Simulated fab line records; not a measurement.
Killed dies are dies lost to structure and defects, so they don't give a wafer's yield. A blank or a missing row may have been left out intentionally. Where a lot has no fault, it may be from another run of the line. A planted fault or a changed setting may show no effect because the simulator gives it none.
Chamber matching :: flow nand-harc :: NHARC_A_STAIRCASE_DESCUM_443 on rie-diel-05: 4 sister chambers
The step chemistry O2, time 3 s. 8 wafers are shown with their chamber, then 9 later ones without.

WAFERS WITH THEIR CHAMBER
wafer: L083.3
chamber: 2
drypump-motor-current-A (A): 6.03
showerhead-plenum-p-Torr (Torr): 1.95

wafer: L087.5
chamber: 0
drypump-motor-current-A (A): 5.53
showerhead-plenum-p-Torr (Torr): 1.80

wafer: L090.2
chamber: 3
drypump-motor-current-A (A): 6.05
showerhead-plenum-p-Torr (Torr): 1.92

wafer: L090.3
chamber: 1
drypump-motor-current-A (A): 5.78
showerhead-plenum-p-Torr (Torr): 1.78

wafer: L090.5
chamber: 3
drypump-motor-current-A (A): 6.04
showerhead-plenum-p-Torr (Torr): 1.92

wafer: L089.3
chamber: 0
drypump-motor-current-A (A): 5.56
showerhead-plenum-p-Torr (Torr): 1.79

wafer: L089.4
chamber: 2
drypump-motor-current-A (A): 6.04
showerhead-plenum-p-Torr (Torr): 1.94

wafer: L089.5
chamber: 1
drypump-motor-current-A (A): 5.78
showerhead-plenum-p-Torr (Torr): 1.78

WAFERS WITH NO CHAMBER GIVEN
wafer: L096.1
drypump-motor-current-A (A): 5.56
showerhead-plenum-p-Torr (Torr): 1.79

wafer: L096.2
drypump-motor-current-A (A): 5.99
showerhead-plenum-p-Torr (Torr): 1.91

wafer: L096.3
drypump-motor-current-A (A): 5.77
showerhead-plenum-p-Torr (Torr): 1.78

wafer: L096.4
drypump-motor-current-A (A): 6.07
showerhead-plenum-p-Torr (Torr): 1.93

wafer: L096.5
drypump-motor-current-A (A): 6.07
showerhead-plenum-p-Torr (Torr): 1.93

wafer: L096.6
drypump-motor-current-A (A): 6.01
showerhead-plenum-p-Torr (Torr): 1.91

wafer: L097.2
drypump-motor-current-A (A): 5.57
showerhead-plenum-p-Torr (Torr): 1.78

wafer: L097.3
drypump-motor-current-A (A): 6.04
showerhead-plenum-p-Torr (Torr): 1.91

wafer: L097.4
drypump-motor-current-A (A): 5.80
showerhead-plenum-p-Torr (Torr): 1.77

EACH ONE'S CHAMBER
wafer: L096.1
from the rows above: 0
in truth: 0

wafer: L096.2
from the rows above: 3
in truth: 3

wafer: L096.3
from the rows above: 1
in truth: 1

wafer: L096.4
from the rows above: can't be placed: 3 or 2
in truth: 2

wafer: L096.5
from the rows above: can't be placed: 3 or 2
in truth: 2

wafer: L096.6
from the rows above: 3
in truth: 3

wafer: L097.2
from the rows above: 0
in truth: 0

wafer: L097.3
from the rows above: 3
in truth: 3

wafer: L097.4
from the rows above: 1
in truth: 1
7 of 9 placed correctly. These rows do not allow placing 2 (true chamber among the candidates in 2). Number placed wrongly: 0.
How it was worked out, from the rows above alone: a wafer's distance from a chamber is the root of the sum, over the readings, of the square of ((its reading less the chamber's mean) divided by the reading's scatter). If the next closest chamber is less than 2 further off than the closest, the wafer can't be placed; otherwise it belongs to the closest. A chamber's mean is the mean of its shown wafers. The scatter: the root of (the sum of the squares of (reading less its chamber's mean) over the shown wafers, divided by (wafers less chambers)).
